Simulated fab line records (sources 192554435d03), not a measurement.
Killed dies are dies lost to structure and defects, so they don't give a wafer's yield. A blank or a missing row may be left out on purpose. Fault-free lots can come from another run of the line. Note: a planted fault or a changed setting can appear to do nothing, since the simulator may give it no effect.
Chamber matching | flow n5Finfet | N5_BEOL_M2_PRE_CLEAN_60 on cvdCo-01 has 3 sister chambers
The step time 15 s. 6 wafers are shown with their chamber, then 12 later ones without.

## WAFERS PAIRED WITH THEIR CHAMBERS
wafer  | chamber | heaterPowerW (W)
L094.1 | 1       | 116
L094.2 | 0       | 71
L094.3 | 2       | 77
L094.4 | 0       | 71
L094.5 | 2       | 78
L094.6 | 1       | 111

## WAFERS WHOSE CHAMBER IS MISSING
wafer  | heaterPowerW (W)
L095.1 | 114
L095.4 | 80
L095.5 | 115
L097.2 | 71
L097.3 | 113
L097.6 | 113
L096.1 | 77
L096.2 | 111
L096.3 | 71
L096.4 | 111
L096.5 | 71
L096.6 | 82

## THE CHAMBER EACH PASSED THROUGH
wafer  | from the rows above | in truth
L095.1 | 1                   | 1
L095.4 | 2                   | 2
L095.5 | 1                   | 1
L097.2 | 0                   | 0
L097.3 | 1                   | 1
L097.6 | 1                   | 1
L096.1 | 2                   | 2
L096.2 | 1                   | 1
L096.3 | 0                   | 0
L096.4 | 1                   | 1
L096.5 | 0                   | 0
L096.6 | 2                   | 2
Placed correctly: 12 of 12. Number that these rows cannot place: 0. 0 placed wrongly.
How it was worked out, from the rows above alone: a wafer's distance from a chamber is the root of the sum, over the readings, of the square of ((its reading less the chamber's mean) divided by the reading's scatter). The wafer belongs to the nearest chamber; if the next one is less than 2 further off, it can't be placed. The mean given for a chamber averages the wafers shown for that chamber. How the scatter is found: for the shown wafers, subtract from each reading the mean of its chamber, square and add these, divide the total by (wafers less chambers), then take the root.
